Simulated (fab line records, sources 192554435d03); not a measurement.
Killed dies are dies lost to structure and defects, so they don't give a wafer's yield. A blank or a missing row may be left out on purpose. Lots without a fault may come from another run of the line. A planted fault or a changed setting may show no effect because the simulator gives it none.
Chamber matching | flow n5_finfet | N5_MOL_CONTACT_COAG_DESCUM_13 on rie_diel-02: 4 sister chambers
The step chemistry O2, time 7 s. 8 wafers are shown with their chamber, then 7 later ones without.

WAFERS WITH THEIR CHAMBER
wafer  | chamber | drypump_motor_current_A (A) | showerhead_plenum_p_Torr (Torr)
L078.3 | 3       | 5.5                         | 2.05
L078.5 | 0       | 5.4                         | 2.12
L078.6 | 1       | 5.4                         | 2.12
L082.4 | 0       | 5.4                         | 2.11
L082.5 | 2       | 6.6                         | 2.02
L082.6 | 1       | 5.4                         | 2.12
L086.1 | 2       | 6.5                         | 2.02
L086.2 | 3       | 5.5                         | 2.05

WAFERS WITHOUT THEIR CHAMBER
wafer  | drypump_motor_current_A (A) | showerhead_plenum_p_Torr (Torr)
L086.3 | 5.4                         | 2.11
L093.1 | 5.4                         | 2.10
L093.2 | 5.5                         | 2.05
L093.4 | 6.6                         | 2.02
L097.1 | 6.6                         | 2.01
L097.4 | 5.4                         | 2.11
L097.5 | 6.6                         | 2.01

WHICH CHAMBER EACH WENT THROUGH
wafer  | from the rows above     | in truth
L086.3 | can't be placed: 0 or 1 | 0
L093.1 | can't be placed: 0 or 1 | 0
L093.2 | 3                       | 3
L093.4 | 2                       | 2
L097.1 | 2                       | 2
L097.4 | can't be placed: 0 or 1 | 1
L097.5 | 2                       | 2
Placed correctly: 4 of 7. Can't be placed from these rows: 3 (the true chamber is among the candidates in 3). Placed wrongly: 0.
How it was worked out, from the rows above alone: a wafer's distance from a chamber is the root of the sum, over the readings, of the square of ((its reading less the chamber's mean) divided by the reading's scatter). The wafer belongs to the nearest chamber; if the next one is less than 2 further off, it can't be placed. A chamber's mean is the mean of its shown wafers. The scatter: the root of (the sum of the squares of (reading less its chamber's mean) over the shown wafers, divided by (wafers less chambers)).
